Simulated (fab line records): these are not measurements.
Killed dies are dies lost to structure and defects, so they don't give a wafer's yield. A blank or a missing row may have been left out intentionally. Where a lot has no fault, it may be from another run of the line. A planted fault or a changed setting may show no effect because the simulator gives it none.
Matching of chambers / flow n5 finfet / N5_GATE_CUT_HM_DEP_46 on pecvd-01 has 3 sister chambers
The step deposits SiO2 from TEOS/O2, target thk 130 nm, time 26.6 s. 18 wafers are shown with their chamber, then 9 later ones without.

WAFERS PAIRED WITH THEIR CHAMBERS
wafer=L075.3; chamber=0; throttle valve pct (%)=21.0; showerhead plenum p Torr (Torr)=8.27; heater power w (W)=538
wafer=L075.5; chamber=0; throttle valve pct (%)=21.3; showerhead plenum p Torr (Torr)=8.26; heater power w (W)=554
wafer=L075.6; chamber=2; throttle valve pct (%)=18.2; showerhead plenum p Torr (Torr)=8.25; heater power w (W)=395
wafer=L076.2; chamber=0; throttle valve pct (%)=20.8; showerhead plenum p Torr (Torr)=8.25; heater power w (W)=613
wafer=L076.4; chamber=2; throttle valve pct (%)=18.0; showerhead plenum p Torr (Torr)=8.27; heater power w (W)=458
wafer=L076.5; chamber=0; throttle valve pct (%)=20.9; showerhead plenum p Torr (Torr)=8.28; heater power w (W)=451
wafer=L077.2; chamber=2; throttle valve pct (%)=18.1; showerhead plenum p Torr (Torr)=8.25; heater power w (W)=446
wafer=L077.4; chamber=2; throttle valve pct (%)=18.1; showerhead plenum p Torr (Torr)=8.24; heater power w (W)=451
wafer=L077.5; chamber=1; throttle valve pct (%)=20.1; showerhead plenum p Torr (Torr)=8.33; heater power w (W)=483
wafer=L085.3; chamber=0; throttle valve pct (%)=21.1; showerhead plenum p Torr (Torr)=8.29; heater power w (W)=602
wafer=L085.4; chamber=1; throttle valve pct (%)=20.5; showerhead plenum p Torr (Torr)=8.33; heater power w (W)=388
wafer=L085.6; chamber=2; throttle valve pct (%)=18.0; showerhead plenum p Torr (Torr)=8.26; heater power w (W)=412
wafer=L090.1; chamber=1; throttle valve pct (%)=20.8; showerhead plenum p Torr (Torr)=8.34; heater power w (W)=472
wafer=L090.2; chamber=2; throttle valve pct (%)=18.3; showerhead plenum p Torr (Torr)=8.26; heater power w (W)=367
wafer=L090.4; chamber=2; throttle valve pct (%)=18.3; showerhead plenum p Torr (Torr)=8.27; heater power w (W)=385
wafer=L091.1; chamber=2; throttle valve pct (%)=18.3; showerhead plenum p Torr (Torr)=8.27; heater power w (W)=439
wafer=L091.2; chamber=1; throttle valve pct (%)=20.5; showerhead plenum p Torr (Torr)=8.34; heater power w (W)=510
wafer=L091.4; chamber=0; throttle valve pct (%)=21.2; showerhead plenum p Torr (Torr)=8.29; heater power w (W)=551

SIGNATURES, as means of the wafers listed above
reading=throttle valve pct; chamber 0=21.050; chamber 1=20.475; chamber 2=18.163; scatter within a chamber=0.19
reading=showerhead plenum p Torr; chamber 0=8.2733; chamber 1=8.3350; chamber 2=8.2587; scatter within a chamber=0.0124
reading=heater power w; chamber 0=551.50; chamber 1=463.25; chamber 2=419.12; scatter within a chamber=47
Rule: for each reading, subtract the chamber's mean from the wafer's reading, divide by that reading's scatter and square the result; add these up over the readings and take the root, which gives the wafer's distance from the chamber. The wafer belongs to the nearest chamber; if the next one is less than 2 further off, it can't be placed. How the scatter is found: for the shown wafers, subtract from each reading the mean of its chamber, square and add these, divide the total by (wafers less chambers), then take the root.

WAFERS WITHOUT THEIR CHAMBER
wafer=L093.1; throttle valve pct (%)=20.5; showerhead plenum p Torr (Torr)=8.32; heater power w (W)=506
wafer=L093.3; throttle valve pct (%)=21.0; showerhead plenum p Torr (Torr)=8.27; heater power w (W)=606
wafer=L093.6; throttle valve pct (%)=21.2; showerhead plenum p Torr (Torr)=8.27; heater power w (W)=611
wafer=L095.1; throttle valve pct (%)=20.5; showerhead plenum p Torr (Torr)=8.32; heater power w (W)=413
wafer=L095.2; throttle valve pct (%)=21.0; showerhead plenum p Torr (Torr)=8.28; heater power w (W)=480
wafer=L095.5; throttle valve pct (%)=20.6; showerhead plenum p Torr (Torr)=8.33; heater power w (W)=434
wafer=L097.2; throttle valve pct (%)=20.3; showerhead plenum p Torr (Torr)=8.33; heater power w (W)=521
wafer=L097.5; throttle valve pct (%)=18.4; showerhead plenum p Torr (Torr)=8.26; heater power w (W)=439
wafer=L097.6; throttle valve pct (%)=20.5; showerhead plenum p Torr (Torr)=8.34; heater power w (W)=528

THE CHAMBER EACH PASSED THROUGH
wafer=L093.1; from the rows above=1; in truth=1
wafer=L093.3; from the rows above=0; in truth=0
wafer=L093.6; from the rows above=0; in truth=0
wafer=L095.1; from the rows above=1; in truth=1
wafer=L095.2; from the rows above=0; in truth=0
wafer=L095.5; from the rows above=1; in truth=1
wafer=L097.2; from the rows above=1; in truth=1
wafer=L097.5; from the rows above=2; in truth=2
wafer=L097.6; from the rows above=1; in truth=1
Placed correctly: 9 of 9. Not placeable from these rows: 0. Wrongly placed: 0.
